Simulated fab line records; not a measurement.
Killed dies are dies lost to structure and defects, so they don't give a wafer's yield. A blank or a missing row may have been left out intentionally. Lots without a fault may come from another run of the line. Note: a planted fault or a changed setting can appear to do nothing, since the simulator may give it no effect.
Check of tool commonality | flow n5-finfet | Sample size 9 lots and 27 wafers

REASON FOR OPENING
On 2 of the 9 lots, a flag is raised at N5_BEOL_M1_OCD_MEAS_38 on the reading trench-depth-nm. Fault-free wafers read 55.5 nm, with a standard deviation of 1.2.
Rule: a lot is flagged when every wafer of it that has a number lies more than 4 standard deviations from that mean, or none has a number. The rest of the lots are taken to be sound.

lot  | measured     | on     | trench-depth-nm (nm), wafer by wafer | flag
L451 | day 6 13:09  | ocd-02 | 54.3 54.9 54.9                       |
L453 | day 6 16:56  | ocd-01 | 54.4 56.4 54.3                       |
L454 | day 6 18:55  | ocd-01 | 55.6 54.6 56.3                       |
L466 | day 10 03:40 | ocd-02 | 0 0.2 0.0                            | FLAGGED
L465 | day 10 03:46 | ocd-01 | 0.1 0.1 0                            | FLAGGED
L467 | day 10 17:53 | ocd-02 | 56.5 57.0 54.8                       |
L468 | day 10 23:16 | ocd-01 | 57.4 54.6 56.0                       |
L469 | day 10 23:56 | ocd-01 | 55.1 56.8 57.3                       |
L472 | day 11 10:53 | ocd-02 | 56.6 55.0 54.4                       |
The mean of the flagged lots' numbers is 0.1 nm, -55.4 nm from the usual (-46 standard deviations).

EACH LOT AND THE TOOL IT RAN ON
The record keeps 1 process step preceding the reading, out of 1938 steps on the route. Cell contents, in order: the tool; ch with the chambers the sampled wafers went through; the start.
lot  | flag    | N5_BEOL_M1_TRENCH_ETCH_37
L451 |         | rie-diel-05 ch 0,2,3, day 6 12:59
L453 |         | rie-diel-04 ch 0,3, day 6 16:46
L454 |         | rie-diel-03 ch 0,1,3, day 6 18:46
L466 | FLAGGED | rie-diel-05 ch 0,1,2, day 10 03:31
L465 | FLAGGED | rie-diel-03 ch 0,3, day 10 03:37
L467 |         | rie-diel-03 ch 0,2,3, day 10 17:44
L468 |         | rie-diel-03 ch 0,2,3, day 10 23:06
L469 |         | rie-diel-03 ch 0,2,3, day 10 23:47
L472 |         | rie-diel-03 ch 0,1,3, day 11 10:43
These steps, and what they do:
- N5_BEOL_M1_TRENCH_ETCH_37: etches SiOC in C4F6/O2, target depth 55.207 nm, time 29 s.
- N5_BEOL_M1_OCD_MEAS_38

FLAGGED AGAINST TOTAL, ONE TOOL AT A TIME (gauges that did the reading follow at the end)
step                      | tool        | lots run | flagged | share of the flagged lots | sound lots run after its first flagged lot
N5_BEOL_M1_TRENCH_ETCH_37 | rie-diel-03 | 6        | 1       | some                      | 4 (L467,L468,L469,L472)
N5_BEOL_M1_TRENCH_ETCH_37 | rie-diel-04 | 1        | 0       | none                      | -
N5_BEOL_M1_TRENCH_ETCH_37 | rie-diel-05 | 2        | 1       | some                      | 0
N5_BEOL_M1_OCD_MEAS_38    | ocd-01      | 5        | 1       | some                      | 2 (L468,L469)
N5_BEOL_M1_OCD_MEAS_38    | ocd-02      | 4        | 1       | some                      | 2 (L467,L472)

WHAT THE TABLE PERMITS
No row of the table ran every flagged lot.

WHAT HAD BEEN PUT IN BY THE SIMULATOR
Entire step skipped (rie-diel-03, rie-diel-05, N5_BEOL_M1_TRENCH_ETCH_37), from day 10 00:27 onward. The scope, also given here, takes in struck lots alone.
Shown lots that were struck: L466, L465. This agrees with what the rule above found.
